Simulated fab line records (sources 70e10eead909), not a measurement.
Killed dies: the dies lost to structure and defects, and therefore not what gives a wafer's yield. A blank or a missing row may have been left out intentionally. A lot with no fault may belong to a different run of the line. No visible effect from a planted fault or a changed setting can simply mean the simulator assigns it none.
Chamber matching | flow nand harc | ald hk-03 running NHARC_A_WL_FILL_ALD_00: 4 sister chambers
The step deposits Al2O3, target thk 3 nm, pulse time 3 s, ald cycles 30. 24 wafers are shown with their chamber, then 12 later ones without.

EACH WAFER AND ITS CHAMBER
wafer  | chamber | heater power w (W) | precursor pulse height rel
L077.1 | 1       | 498                | 1.010
L077.2 | 2       | 478                | 0.998
L077.6 | 3       | 431                | 0.979
L080.2 | 2       | 486                | 1.021
L080.3 | 3       | 417                | 1.003
L080.4 | 0       | 484                | 1.024
L083.1 | 3       | 429                | 1.001
L083.2 | 0       | 495                | 1.017
L083.5 | 2       | 487                | 0.994
L088.1 | 0       | 487                | 1.013
L088.2 | 2       | 474                | 0.996
L088.4 | 3       | 430                | 0.985
L087.1 | 1       | 512                | 1.023
L087.2 | 2       | 478                | 1.009
L087.3 | 0       | 478                | 0.994
L090.1 | 2       | 488                | 1.047
L090.3 | 1       | 515                | 0.997
L090.5 | 1       | 505                | 1.011
L089.3 | 0       | 485                | 1.027
L089.5 | 1       | 516                | 1.007
L089.6 | 2       | 480                | 0.979
L091.4 | 3       | 423                | 0.990
L091.5 | 3       | 432                | 1.002
L091.6 | 0       | 477                | 0.996

SIGNATURES (means of the wafers above)
reading                    | chamber 0 | chamber 1 | chamber 2 | chamber 3 | scatter within a chamber
heater power w             | 484.33    | 509.20    | 481.57    | 427.00    | 6.29
precursor pulse height rel | 1.01183   | 1.00960   | 1.00629   | 0.99333   | 0.0155
Rule: a wafer lies at a distance from a chamber equal to the root of the sum of squares, over the readings, of (its reading less the chamber's mean, divided by the reading's scatter). The wafer belongs to the nearest chamber; if the next one is less than 2 further off, it can't be placed. How the scatter is found: for the shown wafers, subtract from each reading the mean of its chamber, square and add these, divide the total by (wafers less chambers), then take the root.

WAFERS WITHOUT THEIR CHAMBER
wafer  | heater power w (W) | precursor pulse height rel
L092.1 | 430                | 0.997
L092.3 | 471                | 1.013
L092.4 | 507                | 0.971
L093.1 | 519                | 1.008
L093.3 | 498                | 1.028
L093.4 | 494                | 0.956
L094.1 | 483                | 1.025
L094.3 | 430                | 0.993
L094.6 | 473                | 0.989
L096.1 | 479                | 0.997
L096.2 | 486                | 0.994
L096.3 | 500                | 0.980

WHICH CHAMBER EACH ONE RAN IN
wafer  | from the rows above          | in truth
L092.1 | 3                            | 3
L092.3 | can't be placed: 2 or 0      | 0
L092.4 | can't be placed: 1 or 0      | 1
L093.1 | 1                            | 1
L093.3 | can't be placed: 1 or 0 or 2 | 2
L093.4 | can't be placed: 2 or 0 or 1 | 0
L094.1 | can't be placed: 0 or 2      | 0
L094.3 | 3                            | 3
L094.6 | can't be placed: 2 or 0      | 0
L096.1 | can't be placed: 2 or 0      | 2
L096.2 | can't be placed: 2 or 0      | 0
L096.3 | can't be placed: 1 or 0 or 2 | 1
Placed correctly: 3 of 12. Can't be placed from these rows: 9 (the true chamber is among the candidates in 9). 0 placed wrongly.
